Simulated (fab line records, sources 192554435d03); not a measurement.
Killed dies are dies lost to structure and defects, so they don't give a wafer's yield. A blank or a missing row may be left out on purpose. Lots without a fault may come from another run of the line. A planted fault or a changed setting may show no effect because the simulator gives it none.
Chamber matching | flow n5_finfet | N5_MOL_CONTACT_COAG_ALD_133 on ald_sin-03: 4 sister chambers
The step deposits SiO2, target thk 5 nm, pulse time 1 s, co reactant pulse time 1 s. 18 wafers are shown with their chamber, then 9 later ones without.

WAFERS WITH THEIR CHAMBER
wafer  | chamber | heater_power_w (W) | precursor_pulse_height_rel
L074.2 | 2       | 65                 | 1.002
L074.3 | 1       | 72                 | 1.030
L074.4 | 2       | 61                 | 0.994
L076.3 | 1       | 73                 | 1.002
L076.5 | 0       | 79                 | 0.996
L076.6 | 3       | 70                 | 1.005
L079.1 | 3       | 70                 | 1.013
L079.4 | 2       | 59                 | 1.003
L079.6 | 3       | 69                 | 0.970
L085.3 | 0       | 79                 | 0.981
L085.5 | 3       | 70                 | 1.019
L085.6 | 2       | 62                 | 1.037
L087.1 | 2       | 62                 | 0.973
L087.2 | 1       | 74                 | 1.029
L087.3 | 3       | 69                 | 0.998
L088.2 | 2       | 62                 | 1.040
L088.5 | 3       | 70                 | 0.987
L088.6 | 0       | 78                 | 0.979

SIGNATURES (means of the wafers above)
reading                    | chamber 0 | chamber 1 | chamber 2 | chamber 3 | scatter within a chamber
heater_power_w             | 78.67     | 73.00     | 61.83     | 69.67     | 1.28
precursor_pulse_height_rel | 0.98533   | 1.02033   | 1.00817   | 0.99867   | 0.0201
Rule: a wafer's distance from a chamber is the root of the sum, over the readings, of the square of ((its reading less the chamber's mean) divided by the reading's scatter). The wafer belongs to the nearest chamber; if the next one is less than 2 further off, it can't be placed. The scatter: the root of (the sum of the squares of (reading less its chamber's mean) over the shown wafers, divided by (wafers less chambers)).

WAFERS WITHOUT THEIR CHAMBER
wafer  | heater_power_w (W) | precursor_pulse_height_rel
L091.1 | 70                 | 1.027
L091.2 | 76                 | 0.985
L091.3 | 62                 | 0.970
L092.2 | 62                 | 1.012
L092.4 | 70                 | 0.988
L092.5 | 81                 | 0.993
L094.1 | 62                 | 0.954
L094.3 | 81                 | 1.020
L094.4 | 73                 | 1.034

WHICH CHAMBER EACH WENT THROUGH
wafer  | from the rows above     | in truth
L091.1 | can't be placed: 3 or 1 | 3
L091.2 | can't be placed: 0 or 1 | 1
L091.3 | 2                       | 2
L092.2 | 2                       | 2
L092.4 | 3                       | 3
L092.5 | 0                       | 0
L094.1 | 2                       | 2
L094.3 | 0                       | 0
L094.4 | 1                       | 1
Placed correctly: 7 of 9. Can't be placed from these rows: 2 (the true chamber is among the candidates in 2). Placed wrongly: 0.
